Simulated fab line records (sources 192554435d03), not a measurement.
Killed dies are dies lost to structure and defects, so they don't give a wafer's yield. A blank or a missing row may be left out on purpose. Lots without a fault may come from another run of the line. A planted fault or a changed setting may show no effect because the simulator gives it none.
fab line records	flow n5-finfet
record: lots: 11	wafers: 33	last-day: 16
route steps=1938 shown DUMMY_GATE@245 SPACER0@260 PASSIVATION@1936
lots with no fault: from the same line, run without faults
start-h: the number of hours between the record's first day and the start of the first shown wafer of the lot	wait-h: hours from the lot's prior step to this one	" unchanged from the row above	L1.1+2: several wafers, shown together as one row	- no value, or no start given	* or withheld: withheld	< > ~ a bound
route shown NAME@n: names a module that has steps shown in the file, with the first one's number in the route	usual: the fault-free wafers' mean and standard deviation	same: alike in all rows	chamber/n: place in a boat	sites: readings site by site	_std_site: their standard deviation	_edge_site: outer sites' mean less inner sites'	radius-mm: how far each site lies from the wafer's centre	mask NAME#n: copy n	behind: the last tool/chamber to shape the wafer	hold: why the lot was held/for how many hours/how that ended	device: the n, p or np transistor that did not switch	end of line: tests run on the same wafers once the route is complete	a step given without rows: its recipe and nothing more	killed: count of dies lost to structure and defects at first sort (not the wafer's yield)	map: dies across one wafer; x = killed, . = not, _ = none there
set.NAME: the setting that was run; set.NAME@STEP: the one run at that earlier step	model.NAME: the simulator's own value behind a step, which no gauge read
a sample of lots followed through the steps of the route, with each step as a table and each wafer as a row
services: from which hour (start-h, from the record's first day; less than 0 if before it) a tool's chamber was out of use, for how many hours, and why
== steps ==
step: N5_DUMMY_GATE_HM_OPEN_21
recipe: chemistry: CH3F/O2	target: SiNx	target-depth-a: 1200	Ar_flow_sccm: 150	CH3F_flow_sccm: 30	O2_flow_sccm: 23	time-s: 171.4	pressure-mtorr: 30	source-w: 395	bias-w: 73	ion-energy-ev: 120.7
usual: drypump-motor-current-A: 5.6/0.36	mfc-ar-sccm: 150.0/0.44	oes-product-au: 0.79/0.093	rf-vpp-V: 299/6.4	showerhead-plenum-p-Torr: 2.08/0.035	throttle-valve-pct: 16.36/0.19
lot.wafer	tool	chamber	start-h	wait-h	drypump-motor-current-A	mfc-ar-sccm	oes-product-au	rf-hours-counter-h	rf-vpp-V	showerhead-plenum-p-Torr	throttle-valve-pct
L979.3	rie-diel-05	1	78.79	0.0	5.6	149.6	0.93	10	294	2.09	16.29
L979.4	"	2	"	"	5.7	149.5	0.66	245	310	2.06	16.54
L979.5	"	0	"	"	5.0	150.7	0.74	-	295	2.11	16.39
L980.2	rie-diel-01	2	83.71	0.0	5.8	150.5	0.95	10	301	1.99	16.52
L980.4	"	0	"	"	5.6	149.7	0.70	209	293	2.00	16.57
L980.6	"	1	"	"	5.7	150.1	0.88	-	304	2.14	16.32
L982.2	rie-diel-04	3	95.55	0.0	6.1	149.7	0.84	86	312	2.06	16.09
L982.3	"	2	"	"	6.0	149.7	0.69	232	291	2.06	16.80
L982.6	"	0	"	"	5.4	150.4	0.76	-	296	2.10	16.46
L983.1	rie-diel-05	0	102.03	0.0	5.0	149.7	0.73	188	296	2.11	16.42
L983.4	"	1	"	"	5.6	149.9	0.92	-	294	2.09	16.30
L983.5	"	3	"	"	5.8	150.1	0.71	-	297	2.10	16.36
L985.2	rie-diel-01	3	114.57	0.0	6.2	149.5	0.67	241	290	2.01	16.51
L985.3	"	1	"	"	5.7	149.9	0.87	37	304	2.14	16.33
L985.6	"	1	"	"	5.7	149.9	0.88	-	303	2.14	16.34
L986.1	rie-diel-05	2	121.95	0.0	5.7	149.7	0.98	2	310	2.06	16.06
L986.3	"	3	"	"	5.8	149.5	0.71	240	296	2.10	16.40
L986.4	"	0	"	"	5.0	149.7	0.73	194	296	2.10	16.43
L987.1	rie-diel-05	2	129.49	0.0	5.7	149.1	0.97	5	310	2.05	16.07
L987.2	"	0	"	"	5.0	149.2	0.73	197	296	2.10	16.43
L987.3	"	3	"	"	5.8	148.8	0.71	243	297	2.10	16.39
L992.2	rie-diel-04	2	155.72	0.0	6.0	149.8	0.68	247	295	2.06	16.82
L992.4	"	0	"	"	5.4	149.7	0.74	162	295	2.09	16.46
L992.5	"	2	"	"	6.0	149.4	0.68	-	294	2.06	16.79
L993.3	rie-diel-04	2	160.58	0.0	6.0	150.0	0.69	248	295	2.06	16.82
L993.5	"	1	"	"	5.0	149.5	0.76	-	304	2.07	16.14
L993.6	"	2	"	"	6.0	150.3	0.67	-	293	2.06	16.81
L994.2	rie-diel-04	3	166.27	0.0	6.1	150.2	0.81	107	314	2.06	16.16
L994.4	"	0	"	"	5.5	149.4	0.75	-	296	2.09	16.47
L994.6	"	3	"	"	6.1	149.8	0.81	-	310	2.06	16.14
L995.1	rie-diel-01	0	173.64	0.0	5.6	149.6	0.68	239	293	1.99	16.63
L995.2	"	2	"	"	5.8	150.1	0.88	38	300	1.98	16.58
L995.4	"	1	"	"	5.7	150.3	0.84	59	304	2.13	16.37
step: N5_DUMMY_GATE_CD_MEAS_24
recipe: target-cd-nm: 15
usual: cd-nm: 15.3/0.59
lot.wafer	tool	chamber	start-h	wait-h	cd-nm
L979.3	cd-sem-01	-	79.16	0.1	14.8
L979.4	"	-	"	"	15.8
L979.5	"	-	"	"	15.1
L980.2	cd-sem-01	-	84.08	0.1	14.6
L980.4	"	-	"	"	14.9
L980.6	"	-	"	"	15.3
L982.2	cd-sem-03	-	95.93	0.1	15.0
L982.3	"	-	"	"	15.5
L982.6	"	-	"	"	15.0
L983.1	cd-sem-01	-	102.39	0.1	15.8
L983.4	"	-	"	"	15.0
L983.5	"	-	"	"	15.8
L985.2	cd-sem-01	-	114.94	0.1	15.5
L985.3	"	-	"	"	15.9
L985.6	"	-	"	"	15.0
L986.1	cd-sem-03	-	122.31	0.1	15.1
L986.3	"	-	"	"	16.4
L986.4	"	-	"	"	14.5
L987.1	cd-sem-02	-	129.85	0.1	14.5
L987.2	"	-	"	"	16.1
L987.3	"	-	"	"	15.4
L992.2	cd-sem-02	-	156.09	0.1	14.7
L992.4	"	-	"	"	14.9
L992.5	"	-	"	"	15.6
L993.3	cd-sem-01	-	160.94	0.1	15.8
L993.5	"	-	"	"	15.7
L993.6	"	-	"	"	15.2
L994.2	cd-sem-02	-	166.64	0.1	15.5
L994.4	"	-	"	"	15.5
L994.6	"	-	"	"	15.2
L995.1	cd-sem-02	-	174.00	0.1	15.5
L995.2	"	-	"	"	13.9
L995.4	"	-	"	"	15.4
step: N5_DUMMY_GATE_ETCH_42
recipe: chemistry: CHF3/O2	target: SiO2	target-depth-a: 35	time-s: 31	ion-energy-ev: 30	bias-w: 12	pressure-mtorr: 30	source-w: 600	Ar_flow_sccm: 200	CHF3_flow_sccm: 50	O2_flow_sccm: 5
usual: CHF3_flow_sccm: 50.03/0.16	drypump-motor-current-A: 5.6/0.36	mfc-ar-sccm: 200.0/0.63	oes-product-au: 0.79/0.09	rf-vpp-V: 42.4/1.2	showerhead-plenum-p-Torr: 2.47/0.048	throttle-valve-pct: 18.70/0.19
lot.wafer	tool	chamber	start-h	wait-h	CHF3_flow_sccm	drypump-motor-current-A	mfc-ar-sccm	oes-product-au	rf-hours-counter-h	rf-vpp-V	showerhead-plenum-p-Torr	throttle-valve-pct
L979.3	rie-diel-05	3	79.20	0.0	49.82	5.8	200.0	0.71	226	41.5	2.51	18.71
L979.4	"	1	"	"	50.12	5.6	199.0	0.94	10	43.1	2.48	18.63
L979.5	"	0	"	"	50.19	5.0	200.0	0.73	-	44.4	2.51	18.70
L980.2	rie-diel-04	1	84.12	0.0	49.75	5.0	200.2	0.78	132	43.7	2.49	18.43
L980.4	"	3	"	"	49.99	6.1	199.4	0.85	82	43.7	2.46	18.42
L980.6	"	1	"	"	49.99	5.0	201.7	0.78	-	43.4	2.49	18.43
L982.2	rie-diel-01	2	95.97	0.0	50.04	5.8	199.9	0.93	13	43.9	2.38	18.91
L982.3	"	0	"	"	49.95	5.6	200.4	0.70	212	42.8	2.39	18.90
L982.6	"	3	"	"	49.72	6.2	199.6	0.68	-	42.4	2.39	18.81
L983.1	rie-diel-04	3	102.44	0.0	50.20	6.1	200.1	0.84	88	44.9	2.46	18.46
L983.4	"	0	"	"	50.07	5.4	201.1	0.76	145	41.7	2.51	18.79
L983.5	"	3	"	"	49.97	6.1	201.1	0.84	-	42.4	2.46	18.44
L985.2	rie-diel-01	3	114.98	0.0	49.97	6.2	199.8	0.67	241	42.0	2.39	18.82
L985.3	"	2	"	"	50.05	5.8	200.3	0.93	18	44.6	2.38	18.92
L985.6	"	2	"	"	49.93	5.8	199.8	0.91	-	42.3	2.38	18.93
L986.1	rie-diel-01	3	122.45	0.1	50.11	6.2	200.2	0.67	243	40.7	2.39	18.83
L986.3	"	2	"	"	49.64	5.8	200.4	0.93	21	42.4	2.38	18.94
L986.4	"	1	"	"	50.01	5.7	199.9	0.87	40	41.9	2.54	18.66
L987.1	rie-diel-05	2	129.93	0.1	49.99	5.7	200.5	0.96	5	42.8	2.44	18.35
L987.2	"	0	"	"	50.07	5.0	199.2	0.73	197	44.2	2.51	18.73
L987.3	"	3	"	"	50.24	5.8	200.8	0.71	243	41.7	2.51	18.73
L992.2	rie-diel-04	3	156.14	0.0	50.08	6.0	200.2	0.81	104	45.1	2.45	18.47
L992.4	"	1	"	"	49.95	5.0	200.3	0.75	157	43.0	2.48	18.47
L992.5	"	3	"	"	50.18	6.1	200.1	0.81	-	43.2	2.45	18.46
L993.3	rie-diel-01	1	161.23	0.3	50.10	5.7	199.8	0.84	54	42.0	2.53	18.69
L993.5	"	0	"	"	50.09	5.6	198.7	0.68	-	41.3	2.38	18.92
L993.6	"	1	"	"	50.09	5.7	200.3	0.84	-	42.0	2.53	18.69
L994.2	rie-diel-05	1	166.68	0.0	50.18	5.6	201.0	0.87	39	41.7	2.47	18.69
L994.4	"	1	"	"	50.12	5.6	200.6	0.88	-	43.1	2.47	18.68
L994.6	"	2	"	"	50.00	5.7	200.4	0.92	-	42.2	2.44	18.38
L995.1	rie-diel-05	2	174.24	0.2	49.90	5.7	201.0	0.92	22	43.7	2.44	18.40
L995.2	"	1	"	"	50.07	5.6	201.3	0.87	42	41.0	2.47	18.69
L995.4	"	0	"	"	49.93	5.0	199.3	0.72	212	43.0	2.50	18.78
step: N5_SPACER0_ALD_08
recipe: material: SiNx	target-thk-a: 20	temp-c: 400	ald-precursor-family: SiH2I2	ald-co-reactant: N2/H2-plasma	pressure-torr: 2
usual: chamber-pressure-Torr: 2.000/0.0042	heater-power-outer-w: 505/29	heater-power-w: 803/60
lot.wafer	tool	chamber	start-h	wait-h	chamber-pressure-Torr	heater-power-outer-w	heater-power-w	since-wet-clean-h
L979.3	ald-sin-03	3	79.99	0.1	2.006	555	901	269
L979.4	"	2	"	"	1.998	507	820	269
L979.5	"	1	"	"	2.004	470	734	-
L980.2	ald-sin-03	3	84.96	0.1	1.993	534	889	274
L980.4	"	0	"	"	2.001	534	843	274
L980.6	"	2	"	"	1.999	514	836	-
L982.2	ald-sin-01	3	97.14	0.1	1.999	491	774	193
L982.3	"	0	"	"	1.994	452	660	193
L982.6	"	3	"	"	2.001	494	757	-
L983.1	ald-sin-03	2	103.13	0.1	1.994	507	811	292
L983.4	"	0	"	"	2.000	523	841	292
L983.5	"	3	"	"	1.997	505	903	-
L985.2	ald-sin-03	3	115.66	0.1	-	-	-	-
L985.3	"	2	"	"	-	-	-	-
L985.6	"	0	"	"	-	-	-	-
L986.1	ald-sin-03	1	123.13	0.1	-	-	-	-
L986.3	"	2	"	"	-	-	-	-
L986.4	"	3	"	"	-	-	-	-
L987.1	ald-sin-04	0	130.62	0.1	-	-	-	-
L987.2	"	1	"	"	-	-	-	-
L987.3	"	2	"	"	-	-	-	-
L992.2	ald-sin-03	2	156.83	0.1	2.001	504	824	346
L992.4	"	3	"	"	2.008	523	903	346
L992.5	"	1	"	"	2.002	496	765	-
L993.3	ald-sin-01	3	161.92	0.1	2.006	491	786	258
L993.5	"	3	"	"	1.998	490	766	-
L993.6	"	0	"	"	1.999	440	664	-
L994.2	ald-sin-04	0	167.36	0.1	2.004	486	812	160
L994.4	"	1	"	"	1.998	512	815	160
L994.6	"	1	"	"	2.012	511	819	-
L995.1	ald-sin-01	1	174.92	0.1	2.003	511	844	271
L995.2	"	0	"	"	2.004	451	671	271
L995.4	"	3	"	"	2.002	492	778	271
step: N5_PASSIVATION_PROBE_49
usual: killed_at_M0_to_M3: 34/8.9	killed_at_M4_up: 13/4.6	killed-at-contacts: 12/5.5	killed-at-front-end: 41/11	killed-at-other: 3.1/2.9	killed-dies: 102/16	killed-on-rim: 13/4.2	killed-open: 66/11	killed-short: 34/7.6
same: gross-dies: 1180	killed-at-back-side: 0
lot.wafer	tool	chamber	start-h	wait-h	killed_at_M0_to_M3	killed_at_M4_up	killed-at-contacts	killed-at-front-end	killed-at-other	killed-dies	killed-on-rim	killed-open	killed-short
L979.3	prober-02	-	290.44	0.1	45	10	16	37	1	109	17	68	41
L979.4	prober-02	-	290.49	0.2	35	9	19	32	1	96	9	65	29
L979.5	prober-02	-	290.54	0.2	31	14	7	29	3	84	8	53	31
L985.2	prober-01	-	326.41	0.1	23	8	9	32	3	75	14	46	29
L985.3	prober-01	-	326.46	0.1	33	20	6	45	1	105	10	63	41
L985.6	prober-01	-	326.61	0.3	34	12	9	44	4	103	15	71	31
L983.1	prober-02	-	332.69	0.0	39	13	21	46	2	121	15	78	36
L983.4	prober-02	-	332.84	0.2	37	16	15	53	3	124	16	94	27
L983.5	prober-02	-	332.89	0.2	19	13	10	37	5	84	15	62	21
L987.1	prober-02	-	346.22	0.0	35	11	9	32	4	91	11	60	29
L987.2	prober-02	-	346.27	0.1	21	10	7	51	1	90	13	64	25
L987.3	prober-02	-	346.32	0.1	63	13	5	19	4	104	10	62	38
L986.1	prober-01	-	346.62	0.0	41	20	19	34	4	118	22	82	36
L986.3	prober-01	-	346.72	0.1	31	16	10	47	2	106	21	64	35
L986.4	prober-01	-	346.77	0.2	27	13	13	47	4	104	14	64	40
L994.2	prober-01	-	380.96	0.1	19	10	22	35	0	86	8	53	32
L994.4	prober-01	-	381.06	0.2	41	15	15	27	3	101	20	68	32
L994.6	prober-01	-	381.16	0.3	29	21	14	22	2	88	13	67	19
L993.3	prober-02	-	384.82	0.1	40	9	14	38	1	102	13	70	32
L993.5	prober-02	-	384.92	0.2	38	19	7	39	1	104	16	71	33
L993.6	prober-02	-	384.97	0.3	52	17	15	39	5	128	11	84	44
L995.1	prober-02	-	391.92	0.0	44	16	5	25	4	94	9	54	37
L995.2	prober-02	-	391.97	0.1	37	16	16	38	7	114	20	81	31
L995.4	prober-02	-	392.07	0.2	32	10	11	48	0	101	14	60	41
killed by level:class
L979.3 BEOL_M1:geometric-particle:open=16 MOL_CONTACT_COAG:geometric-particle:open=13 GATE_CUT:geometric-particle:short=8 STI_FIN_REVEAL:geometric-particle:open=7 BEOL_M3:geometric-particle:open=7 FIN_SAQP:geometric-particle:open=5 FIN_SAQP:geometric-particle:short=5 BEOL_M0_SAQP:geometric-particle:short=5
L979.4 MOL_CONTACT_COAG:geometric-particle:open=16 BEOL_M3:geometric-particle:open=11 BEOL_M1:geometric-particle:open=11 BEOL_M3:geometric-particle:short=7 FIN_SAQP:geometric-particle:open=5 DUMMY_GATE:geometric-particle:open=5 STARTING-WAFER:geometric-particle:short=5 FIN_SAQP:geometric-particle:short=4
L979.5 FIN_SAQP:geometric-particle:open=6 BEOL_M2:geometric-particle:open=6 STI_FIN_REVEAL:geometric-particle:open=5 DUMMY_GATE:geometric-particle:open=5 BEOL_M0_SAQP:geometric-particle:short=5 BEOL_M1:geometric-particle:open=5 MOL_CONTACT_COAG:geometric-particle:open=4 BEOL_M3:geometric-particle:short=4
L985.2 STI_FIN_REVEAL:geometric-particle:open=8 FIN_SAQP:geometric-particle:short=6 BEOL_M0_SAQP:geometric-particle:short=6 BEOL_M2:geometric-particle:open=6 MOL_CONTACT_COAG:geometric-particle:open=5 FIN_SAQP:geometric-particle:open=4 MOL_CONTACT_COAG:geometric-particle:short=4 BEOL_M2:geometric-particle:short=3
L985.3 FIN_SAQP:geometric-particle:short=10 BEOL_M2:geometric-particle:open=10 BEOL_M0_SAQP:geometric-particle:short=9 BEOL_M0_SAQP:geometric-particle:open=8 STI_FIN_REVEAL:geometric-particle:open=7 GATE_CUT:geometric-particle:short=7 BEOL_M4:geometric-particle:open=6 FIN_SAQP:geometric-particle:open=4
L985.6 STI_FIN_REVEAL:geometric-particle:open=16 FIN_SAQP:geometric-particle:open=9 MOL_CONTACT_COAG:geometric-particle:open=8 BEOL_M0_SAQP:geometric-particle:short=8 BEOL_M4:geometric-particle:open=7 BEOL_M0_SAQP:geometric-particle:open=6 FIN_SAQP:geometric-particle:short=4 BEOL_M0:geometric-particle:open=4
L983.1 MOL_CONTACT_COAG:geometric-particle:open=19 FIN_SAQP:geometric-particle:open=11 BEOL_M0_SAQP:geometric-particle:short=11 BEOL_M3:geometric-particle:open=10 BEOL_M4:geometric-particle:open=8 FIN_SAQP:geometric-particle:short=7 HKMG_FIN:area-etch=7 STI_FIN_REVEAL:geometric-particle:open=6
L983.4 STI_FIN_REVEAL:geometric-particle:open=19 BEOL_M3:geometric-particle:open=16 FIN_SAQP:geometric-particle:open=15 MOL_CONTACT_COAG:geometric-particle:open=12 FIN_SAQP:geometric-particle:short=6 BEOL_M0_SAQP:geometric-particle:open=6 BEOL_M2:geometric-particle:open=5 BEOL_M5:geometric-particle:open=4
L983.5 FIN_SAQP:geometric-particle:short=10 MOL_CONTACT_COAG:geometric-particle:open=10 FIN_SAQP:geometric-particle:open=8 BEOL_M3:geometric-particle:open=7 STI_FIN_REVEAL:geometric-particle:open=5 DUMMY_GATE:geometric-particle:open=5 BEOL_M0_SAQP:geometric-particle:open=4 BEOL_M4:geometric-particle:open=4
L987.1 FIN_SAQP:geometric-particle:open=9 BEOL_M1:geometric-particle:open=8 FIN_SAQP:geometric-particle:short=7 BEOL_M2:geometric-particle:open=7 STI_FIN_REVEAL:geometric-particle:open=7 BEOL_M0_SAQP:geometric-particle:short=7 MOL_CONTACT_COAG:geometric-particle:open=6 BEOL_M0_SAQP:geometric-particle:open=5
L987.2 FIN_SAQP:geometric-particle:open=20 FIN_SAQP:geometric-particle:short=8 BEOL_M0_SAQP:geometric-particle:open=7 DUMMY_GATE:geometric-particle:open=6 MOL_CONTACT_COAG:geometric-particle:open=6 BEOL_M0_SAQP:geometric-particle:short=6 BEOL_M3:geometric-particle:open=6 STARTING-WAFER:geometric-particle:short=4
L987.3 BEOL_M0_SAQP:geometric-particle:open=18 BEOL_M0_SAQP:geometric-particle:short=15 BEOL_M1:geometric-particle:open=7 BEOL_M2:geometric-particle:open=6 BEOL_M3:geometric-particle:open=6 STI_FIN_REVEAL:geometric-particle:open=5 BEOL_M1:geometric-particle:short=5 BEOL_M4:geometric-particle:open=4
L986.1 BEOL_M0_SAQP:geometric-particle:open=15 MOL_CONTACT_COAG:geometric-particle:open=11 BEOL_M4:geometric-particle:open=10 FIN_SAQP:geometric-particle:open=8 MOL_CONTACT_COAG:geometric-particle:short=8 BEOL_M3:geometric-particle:open=7 BEOL_M0_SAQP:geometric-particle:short=6 FIN_SAQP:geometric-particle:short=5
L986.3 FIN_SAQP:geometric-particle:open=11 STI_FIN_REVEAL:geometric-particle:open=11 BEOL_M0_SAQP:geometric-particle:short=11 MOL_CONTACT_COAG:geometric-particle:open=8 BEOL_M0_SAQP:geometric-particle:open=7 HKMG_FIN:area-etch=7 BEOL_M4:geometric-particle:open=6 STARTING-WAFER:geometric-particle:short=6
L986.4 FIN_SAQP:geometric-particle:short=17 FIN_SAQP:geometric-particle:open=15 MOL_CONTACT_COAG:geometric-particle:open=12 BEOL_M0_SAQP:geometric-particle:open=8 BEOL_M0:geometric-particle:open=7 STI_FIN_REVEAL:geometric-particle:open=6 BEOL_M0_SAQP:geometric-particle:short=5 BEOL_M4:geometric-particle:short=4
L994.2 MOL_CONTACT_COAG:geometric-particle:open=17 DUMMY_GATE:geometric-particle:open=6 GATE_CUT:geometric-particle:short=6 BEOL_M0_SAQP:geometric-particle:short=6 BEOL_M4:geometric-particle:open=6 STARTING-WAFER:geometric-particle:short=6 MOL_CONTACT_COAG:geometric-particle:short=5 STARTING-WAFER:geometric-particle:open=4
L994.4 MOL_CONTACT_COAG:geometric-particle:open=14 BEOL_M0_SAQP:geometric-particle:open=13 BEOL_M3:geometric-particle:open=12 DUMMY_GATE:geometric-particle:open=7 FIN_SAQP:geometric-particle:short=6 BEOL_M0_SAQP:geometric-particle:short=5 STARTING-WAFER:geometric-particle:short=5 BEOL_M4:geometric-particle:open=4
L994.6 MOL_CONTACT_COAG:geometric-particle:open=12 BEOL_M4:geometric-particle:open=12 BEOL_M3:geometric-particle:open=10 BEOL_M0_SAQP:geometric-particle:open=9 BEOL_M2:geometric-particle:open=6 DUMMY_GATE:geometric-particle:open=4 STARTING-WAFER:geometric-particle:short=4 GATE_CUT:geometric-particle:open=3
L993.3 FIN_SAQP:geometric-particle:open=11 BEOL_M3:geometric-particle:open=10 MOL_CONTACT_COAG:geometric-particle:open=10 BEOL_M1:geometric-particle:open=10 BEOL_M0_SAQP:geometric-particle:short=8 DUMMY_GATE:geometric-particle:open=7 BEOL_M4:geometric-particle:open=5 DUMMY_GATE:geometric-particle:short=4
L993.5 BEOL_M0_SAQP:geometric-particle:open=9 FIN_SAQP:geometric-particle:open=8 BEOL_M0_SAQP:geometric-particle:short=8 MOL_CONTACT_COAG:geometric-particle:open=7 BEOL_M5:geometric-particle:open=7 STI_FIN_REVEAL:geometric-particle:open=6 DUMMY_GATE:geometric-particle:open=6 BEOL_M2:geometric-particle:open=5
L993.6 FIN_SAQP:geometric-particle:open=12 BEOL_M0_SAQP:geometric-particle:open=12 MOL_CONTACT_COAG:geometric-particle:open=11 BEOL_M0_SAQP:geometric-particle:short=11 BEOL_M3:geometric-particle:open=10 FIN_SAQP:geometric-particle:short=5 STARTING-WAFER:geometric-particle:open=5 BEOL_M2:geometric-particle:short=5
L995.1 BEOL_M0_SAQP:geometric-particle:short=14 BEOL_M0_SAQP:geometric-particle:open=9 BEOL_M1:geometric-particle:open=9 BEOL_M4:geometric-particle:open=8 BEOL_M3:geometric-particle:open=6 ILD0:geometric-particle:short=4 ILD0:geometric-particle:open=4 BEOL_M4:geometric-particle:short=4
L995.2 STI_FIN_REVEAL:geometric-particle:open=15 BEOL_M0_SAQP:geometric-particle:open=14 MOL_CONTACT_COAG:geometric-particle:open=14 BEOL_M4:geometric-particle:open=12 BEOL_M0_SAQP:geometric-particle:short=8 BEOL_M2:geometric-particle:open=5 FIN_SAQP:geometric-particle:short=4 STARTING-WAFER:geometric-particle:short=4
L995.4 STI_FIN_REVEAL:geometric-particle:open=9 BEOL_M0_SAQP:geometric-particle:open=9 ILD0:geometric-particle:short=8 BEOL_M0_SAQP:geometric-particle:short=7 MOL_CONTACT_COAG:geometric-particle:open=7 BEOL_M3:geometric-particle:open=7 FIN_SAQP:geometric-particle:open=6 FIN_SAQP:geometric-particle:short=5
== services ==
tool	chamber	start-h	hours	kind
ald-sin-01	0	57.93	6.9	repair
rie-diel-01	2	78.79	3.0	repair
ald-sin-01	2	86.81	36.7	repair
rie-diel-05	2	97.64	-	clean
rie-diel-05	2	97.64	-	consumable-replace:focus-ring
rie-diel-05	2	97.64	18.7	scheduled-down
rie-diel-05	2	97.64	18.7	vent-cycle
rie-diel-01	-	100.88	0.9	repair
ald-sin-03	2	111.45	3.5	repair
ald-sin-04	3	118.43	18.7	repair
rie-diel-04	0	135.51	2.6	repair
rie-diel-04	2	137.67	9.0	repair
rie-diel-01	3	146.17	-	clean
rie-diel-01	3	146.17	-	consumable-replace:focus-ring
rie-diel-01	3	146.17	16.4	scheduled-down
rie-diel-01	3	146.17	16.4	vent-cycle
rie-diel-05	3	154.00	3.5	repair
rie-diel-04	-	156.29	1.1	repair
rie-diel-05	3	157.53	-	clean
rie-diel-05	3	157.53	-	consumable-replace:focus-ring
rie-diel-05	3	157.53	14.8	scheduled-down
rie-diel-05	3	157.53	14.8	vent-cycle
rie-diel-04	2	166.11	-	clean
rie-diel-04	1	173.36	6.0	repair
== key ==
first-sign: step: N5_SPACER0_ALD_08	reading: tool-record	direction: missing
effect none on later readings
met-at N5_SPACER0_ALD_08
struck-lots L985,L986,L987
tester-left-out L985,L986,L987
not-acting-at N5_DUMMY_GATE_HM_OPEN_21,N5_DUMMY_GATE_CD_MEAS_24,N5_DUMMY_GATE_ETCH_42
onset-between 103.13 115.66
fault: kind: skipped-step-whole	tool: ald-sin-03,ald-sin-04	chamber: -	onset-h: 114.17	steps: N5_SPACER0_ALD_08	scope: struck-lots-only
tester-left-out: of these lots the tester's yield and bins aren't shown, on N5 and GAA mostly nor the transistor test; their killed dies are dies lost to structure and defects alone, not to doping, threshold or leakage, so they don't give the yield
